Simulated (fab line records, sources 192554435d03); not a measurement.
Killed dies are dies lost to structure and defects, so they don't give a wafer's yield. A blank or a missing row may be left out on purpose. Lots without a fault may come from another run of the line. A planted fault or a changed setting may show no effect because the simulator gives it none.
Split-lot experiment | flow n5_finfet | 7 lots, 21 wafers read, on a route of 1938 steps

THE SPLIT
At N5_SD_EPI_N_ETCH_35 (etches SOC in N2/H2, overetch 108 nm, time 486 s), the setting source_w was moved away from the recipe's 3000 W on 4 of the 21 wafers read, by -14.1% to +14.2%. The other wafers ran this setting at the recipe's value.

The reading is taken at the split's own step.

THE READING
rf_vpp_V, in V, at N5_SD_EPI_N_ETCH_35 (etches SOC in N2/H2, overetch 108 nm, time 486 s). Fault-free wafers of this fab line usually give 240.6 V, standard deviation 1.4 V.

wafer  | tool, chamber at the split | source_w as run, W | against the recipe | rf_vpp_V, V | against lot-mates on the recipe
L076.3 | rie_diel-05, 2             | 3243               | +8.1%              | 234.9       | -6.0
L076.4 | rie_diel-05, 1             | 3000               | recipe             | 240.9       | -
L076.6 | rie_diel-05, 2             | 3243               | +8.1%              | 236.1       | -4.8
L077.1 | rie_diel-05, 3             | 3000               | recipe             | 240.3       | -
L077.2 | rie_diel-05, 0             | 3000               | recipe             | 242.1       | -
L077.6 | rie_diel-05, 0             | 3000               | recipe             | 241.5       | -
L079.2 | rie_diel-06, 2             | 3000               | recipe             | 241.8       | -
L079.4 | rie_diel-06, 3             | 3000               | recipe             | 239.8       | -
L079.6 | rie_diel-06, 3             | 3000               | recipe             | 241.1       | -
L080.1 | rie_diel-04, 3             | 3000               | recipe             | 240.2       | -
L080.4 | rie_diel-04, 1             | 3426               | +14.2%             | 229.9       | -11.0
L080.5 | rie_diel-04, 2             | 3000               | recipe             | 241.6       | -
L081.2 | rie_diel-04, 2             | 3000               | recipe             | 241.7       | -
L081.3 | rie_diel-04, 1             | 3000               | recipe             | 241.4       | -
L081.6 | rie_diel-04, 2             | 3000               | recipe             | 241.5       | -
L084.2 | rie_diel-05, 2             | 3000               | recipe             | 240.5       | -
L084.4 | rie_diel-05, 0             | 3000               | recipe             | 241.3       | -
L084.6 | rie_diel-05, 1             | 3000               | recipe             | 238.3       | -
L085.1 | rie_diel-04, 0             | 3000               | recipe             | 242.6       | -
L085.3 | rie_diel-04, 2             | 3000               | recipe             | 243.1       | -
L085.6 | rie_diel-04, 1             | 2578               | -14.1%             | 253.8       | +11.0

THE FIT
A straight line over all 21 wafers: rf_vpp_V changes by -0.814 V for each +1% of source_w; r = -0.97; the points scatter about the line by 1.1 V.
The same after taking each lot's own level away (the mean of its wafers on the recipe; 21 wafers): -0.751 V for each +1%; r = -0.98; scatter 0.78 V.
On that fit, the largest move of source_w shifts the reading by 11 V.
The lots' own levels span 240.03 to 242.85 V, that is 2.0 times the standard deviation above.
So the lot-to-lot level changes the slope little: the two slopes agree.
Check: with one of the wafers moved furthest among these (+14.2%) left out of the fit, the line predicts -10.3 V for it against its lot-mates. It came out at -11 V against them.
Tool readings at the split's step, against how far the setting was moved: rf_vpp_V r = -0.97.

OTHER SPLITS ON THESE WAFERS
These wafers also went through other splits before the reading. Each is held against what the fit with the lots' levels taken away leaves over:
other split on the same wafers       | wafers away from the commonest value | r with rf_vpp_V (lot level and that fit taken away)
N5_WELL_APT_COAT_02 spin_rpm         | 3                                    | +0.03
N5_WELL_APT_EXPOSE_05 dose_mj        | 6                                    | +0.04
N5_FIN_SAQP_SPACER1_ALD_24 temp_c    | 4                                    | +0.13
N5_STI_FIN_REVEAL_ETCHBACK_08 time_s | 7                                    | -0.18
N5_STI_FIN_REVEAL_PRECLEAN_17 time_s | 6                                    | +0.16

THE FILE'S OWN FIT
rf_vpp_V changes by -0.762 V for each +1% of source_w, r = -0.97.
